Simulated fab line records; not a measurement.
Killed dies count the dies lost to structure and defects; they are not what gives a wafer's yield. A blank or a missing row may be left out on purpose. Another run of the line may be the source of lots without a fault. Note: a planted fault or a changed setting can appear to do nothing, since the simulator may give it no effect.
Split-lot experiment	flow n5_finfet	route with 1938 steps; 7 lots, 21 wafers read

THE SPLIT
At N5_BEOL_M0_SAQP_COAT_34 (resist thk 30 nm), the setting spin_rpm was moved away from the recipe's 1500 rpm on 5 of the 21 wafers read, by -9.1% to +6.1%. The other wafers ran this setting at the recipe's value.

FROM THE SPLIT TO THE READING: what the file shows between them, 2 steps
- N5_BEOL_M0_SAQP_EBR_36
- N5_BEOL_M0_SAQP_SOFTBAKE_35: time 60 s

THE READING
CAR-EUV_of_BEOL_M0_SAQP_COAT_34.thk_nm (the simulator's own value, which no gauge read), in nm, at N5_BEOL_M0_SAQP_DESCUM_45 (chemistry O2, time 7 s). The file does not state a usual value for it. Average 26.0 nm, standard deviation 0.11 nm, over the 16 wafers here run with the recipe.

wafer	tool, chamber at the split	spin_rpm as run, rpm	against the recipe	CAR-EUV_of_BEOL_M0_SAQP_COAT_34.thk_nm, nm	against lot-mates on the recipe
L074.2	litho_track-02, 0	1500	recipe	26.2	-
L074.5	litho_track-02, 0	1500	recipe	26.2	-
L074.3	litho_track-02, 0	1500	recipe	26	-
L080.2	litho_track-04, 0	1500	recipe	26	-
L080.5	litho_track-04, 0	1556	+3.7%	25.4	-0.5
L080.6	litho_track-04, 0	1500	recipe	25.8	-
L082.1	litho_track-02, 0	1500	recipe	26	-
L082.5	litho_track-02, 0	1500	recipe	26	-
L082.2	litho_track-02, 0	1500	recipe	25.8	-
L084.1	litho_track-02, 0	1500	recipe	26	-
L084.2	litho_track-02, 0	1500	recipe	26	-
L084.3	litho_track-02, 0	1591	+6.1%	25.2	-0.8
L087.1	litho_track-03, 0	1500	recipe	26	-
L087.6	litho_track-03, 0	1500	recipe	26	-
L087.3	litho_track-03, 0	1500	recipe	25.8	-
L089.1	litho_track-02, 0	1500	recipe	26	-
L089.6	litho_track-02, 0	1500	recipe	26	-
L089.4	litho_track-02, 0	1364	-9.1%	27.4	+1.4
L092.1	litho_track-03, 0	1406	-6.3%	27	+1.0
L092.2	litho_track-03, 0	1500	recipe	26	-
L092.4	litho_track-03, 0	1406	-6.3%	26.8	+0.8

FIT RESULTS
A straight line over all 21 wafers: CAR-EUV_of_BEOL_M0_SAQP_COAT_34.thk_nm changes by -0.147 nm for each +1% of spin_rpm; r = -0.97; the points scatter about the line by 0.11 nm.
The same after taking each lot's own level away (the mean of its wafers on the recipe; 21 wafers): -0.145 nm for each +1%; r = -0.98; scatter 0.084 nm.
According to that fit, moving spin_rpm by its largest amount changes the reading by 1.3 nm.
Across the lots, their own levels run from 25.90 to 26.13 nm, a range of 2.1 times the standard deviation given above.
The two slopes agree, so the slope changes little with the lot-to-lot level.
Check: for one of the wafers moved furthest among these (-9.1%), held out of the fit, the line's prediction against its lot-mates is +1.27 nm. Against them it came out at +1.4 nm.

THE WHOLE CHAIN: every reading that the file lists as answering this split, in the file's order
step	what it does	reading	change (the file's fit)	r (the file's)
N5_BEOL_M0_SAQP_COAT_34	resist thk 30 nm	CAR-EUV_of_BEOL_M0_SAQP_COAT_34.thk_nm (the simulator's own value, which no gauge read)	-0.151 nm for each +1% of the setting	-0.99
N5_BEOL_M0_SAQP_DESCUM_45	chemistry O2, time 7 s	CAR-EUV_of_BEOL_M0_SAQP_COAT_34.thk_nm (the simulator's own value, which no gauge read)	-0.145 nm for each +1% of the setting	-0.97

THE FILE'S OWN FIT
CAR-EUV_of_BEOL_M0_SAQP_COAT_34.thk_nm changes by -0.145 nm for each +1% of spin_rpm, r = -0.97.
